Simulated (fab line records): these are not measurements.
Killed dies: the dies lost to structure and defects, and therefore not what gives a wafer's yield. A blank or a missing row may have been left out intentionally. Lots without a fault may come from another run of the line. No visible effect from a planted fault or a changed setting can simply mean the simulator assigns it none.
Matching of chambers -- flow nand harc -- NHARC_A_STAIRCASE_DEP_156 on pecvd-01: 3 sister chambers
The step deposits SiNx, target thk 50 nm. 6 wafers are shown with their chamber, then 9 later ones without.

WAFERS WITH THEIR CHAMBER
wafer,chamber,heater power w (W),rf fwd power W (W)
L081.5,2,837,449.0
L085.3,0,996,447.9
L085.5,2,820,449.7
L089.1,1,840,446.7
L089.4,0,990,447.3
L089.5,1,830,447.1

WAFERS WITH NO CHAMBER GIVEN
wafer,heater power w (W),rf fwd power W (W)
L091.2,793,448.2
L091.4,922,450.2
L091.6,840,448.0
L093.1,814,449.0
L093.2,1038,448.7
L093.6,991,448.7
L097.3,908,448.2
L097.4,840,446.5
L097.5,890,448.2

EACH ONE'S CHAMBER
wafer,from the rows above,in truth
L091.2,can't be placed: 2 or 1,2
L091.4,can't be placed: 0 or 2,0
L091.6,can't be placed: 1 or 2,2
L093.1,2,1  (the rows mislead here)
L093.2,0,0
L093.6,0,0
L097.3,can't be placed: 1 or 2 or 0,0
L097.4,1,1
L097.5,can't be placed: 1 or 2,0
3 of 9 placed correctly. From these rows, 5 cannot be placed; in 4 the true chamber is one of the candidates. Placed wrongly: 1.
How it was worked out, from the rows above alone: a wafer's distance from a chamber is the root of the sum, over the readings, of the square of ((its reading less the chamber's mean) divided by the reading's scatter). If the next closest chamber is less than 2 further off than the closest, the wafer can't be placed; otherwise it belongs to the closest. For every chamber, the mean is computed from those of its wafers that are shown. The scatter: the root of (the sum of the squares of (reading less its chamber's mean) over the shown wafers, divided by (wafers less chambers)).
